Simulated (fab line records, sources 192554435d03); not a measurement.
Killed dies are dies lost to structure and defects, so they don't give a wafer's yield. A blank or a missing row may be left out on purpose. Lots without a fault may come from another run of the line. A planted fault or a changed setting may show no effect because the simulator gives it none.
Split-lot experiment | flow n5_finfet | 7 lots, 39 wafers read, on a route of 1938 steps

THE SPLIT
At N5_SD_EPI_N_EPI_21 (deposits Si:P, time 690 s), the setting temp_c was moved away from the recipe's 680 C on 12 of the 39 wafers read, by -0.5% to +0.4%. The other wafers ran this setting at the recipe's value.

The file shows no step between the split and the reading.

THE READING
Si-P_of_SD_EPI_N_EPI_21.thk_nm (the simulator's own value, which no gauge read), in nm, at N5_SD_EPI_N_PRECLEAN_24 (cleans in O3/DIW, time 60 s). The file gives no usual value for it. The 27 wafers here that ran the recipe average 58.3 nm, standard deviation 0.53 nm.

wafer  | tool, chamber at the split | temp_c as run, C | against the recipe | Si-P_of_SD_EPI_N_EPI_21.thk_nm, nm | against lot-mates on the recipe
L077.1 | epi_rpcvd-03, 0            | 680              | recipe             | 58.2                               | -
L077.5 | epi_rpcvd-03, 0            | 680              | recipe             | 58.2                               | -
L077.6 | epi_rpcvd-03, 0            | 680              | recipe             | 58.2                               | -
L077.2 | epi_rpcvd-03, 0            | 680              | recipe             | 58.6                               | -
L077.4 | epi_rpcvd-03, 0            | 680              | recipe             | 58.6                               | -
L077.3 | epi_rpcvd-03, 0            | 680              | recipe             | 58.8                               | -
L078.1 | epi_rpcvd-04, 0            | 676.5            | -0.5%              | 54.8                               | -3.7
L078.2 | epi_rpcvd-04, 0            | 676.5            | -0.5%              | 54.4                               | -4.1
L078.3 | epi_rpcvd-04, 0            | 680              | recipe             | 59.4                               | -
L078.4 | epi_rpcvd-04, 0            | 676.5            | -0.5%              | 55.2                               | -3.3
L078.5 | epi_rpcvd-04, 0            | 680              | recipe             | 58.2                               | -
L078.6 | epi_rpcvd-04, 0            | 680              | recipe             | 58                                 | -
L080.1 | epi_rpcvd-04, 0            | 680              | recipe             | 58.6                               | -
L080.2 | epi_rpcvd-04, 0            | 682.8            | +0.4%              | 62.2                               | +3.3
L080.3 | epi_rpcvd-04, 0            | 682.8            | +0.4%              | 62.2                               | +3.3
L080.6 | epi_rpcvd-04, 0            | 682.8            | +0.4%              | 62.2                               | +3.3
L080.4 | epi_rpcvd-04, 0            | 680              | recipe             | 59                                 | -
L080.5 | epi_rpcvd-04, 0            | 680              | recipe             | 59                                 | -
L085.1 | epi_rpcvd-03, 0            | 680              | recipe             | 57.8                               | -
L085.2 | epi_rpcvd-03, 0            | 680              | recipe             | 57.8                               | -
L085.3 | epi_rpcvd-03, 0            | 680              | recipe             | 57.8                               | -
L085.5 | epi_rpcvd-03, 0            | 680              | recipe             | 57.8                               | -
L085.4 | epi_rpcvd-03, 0            | 680              | recipe             | 58                                 | -
L085.6 | epi_rpcvd-03, 0            | 680              | recipe             | 57.6                               | -
L091.1 | epi_rpcvd-01, 0            | 680              | recipe             | 58.8                               | -
L091.2 | epi_rpcvd-01, 0            | 677.6            | -0.4%              | 56                                 | -2.5
L091.3 | epi_rpcvd-01, 0            | 680              | recipe             | 58.4                               | -
L091.6 | epi_rpcvd-01, 0            | 680              | recipe             | 58.4                               | -
L091.4 | epi_rpcvd-01, 0            | 677.6            | -0.4%              | 55.8                               | -2.7
L091.5 | epi_rpcvd-01, 0            | 677.6            | -0.4%              | 55.6                               | -2.9
L093.1 | epi_rpcvd-04, 0            | 680              | recipe             | 57.8                               | -
L093.2 | epi_rpcvd-04, 0            | 680              | recipe             | 59.6                               | -
L093.5 | epi_rpcvd-04, 0            | 680              | recipe             | 58.2                               | -
L095.1 | epi_rpcvd-03, 0            | 680              | recipe             | 58                                 | -
L095.2 | epi_rpcvd-03, 0            | 680              | recipe             | 57.6                               | -
L095.3 | epi_rpcvd-03, 0            | 680              | recipe             | 57.8                               | -
L095.4 | epi_rpcvd-03, 0            | 682.6            | +0.4%              | 59.8                               | +2.0
L095.5 | epi_rpcvd-03, 0            | 682.6            | +0.4%              | 59.6                               | +1.8
L095.6 | epi_rpcvd-03, 0            | 682.6            | +0.4%              | 60                                 | +2.2

THE FIT
A straight line over all 39 wafers: Si-P_of_SD_EPI_N_EPI_21.thk_nm changes by +6.9 nm for each +1% of temp_c; r = +0.93; the points scatter about the line by 0.64 nm.
The same after taking each lot's own level away (the mean of its wafers on the recipe; 39 wafers): +7.12 nm for each +1%; r = +0.97; scatter 0.41 nm.
On that fit, the largest move of temp_c shifts the reading by 3.7 nm.
The lots' own levels span 57.80 to 58.87 nm, that is 2.0 times the standard deviation above.
So the lot-to-lot level changes the slope little: the two slopes agree.
Check: with one of the wafers moved furthest among these (-0.5%) left out of the fit, the line predicts -3.71 nm for it against its lot-mates. It came out at -3.73 nm against them.

OTHER SPLITS ON THESE WAFERS
These wafers also went through other splits before the reading. Each is held against what the fit with the lots' levels taken away leaves over:
other split on the same wafers  | wafers away from the commonest value | r with Si-P_of_SD_EPI_N_EPI_21.thk_nm (lot level and that fit taken away)
N5_DUMMY_GATE_EXPOSE_12 dose_mj | 15                                   | -0.27

THE WHOLE CHAIN: every reading that the file lists as answering this split, in the file's order
step                    | what it does                | reading                                                                         | change (the file's fit)              | r (the file's)
N5_SD_EPI_N_EPI_21      | deposits Si:P, time 690 s   | Si-P_of_SD_EPI_N_EPI_21.thk_nm (the simulator's own value, which no gauge read) | +7.19 nm for each +1% of the setting | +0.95
N5_SD_EPI_N_PRECLEAN_24 | cleans in O3/DIW, time 60 s | Si-P_of_SD_EPI_N_EPI_21.thk_nm (the simulator's own value, which no gauge read) | +7.12 nm for each +1% of the setting | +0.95

THE FILE'S OWN FIT
Si-P_of_SD_EPI_N_EPI_21.thk_nm changes by +7.12 nm for each +1% of temp_c, r = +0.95.
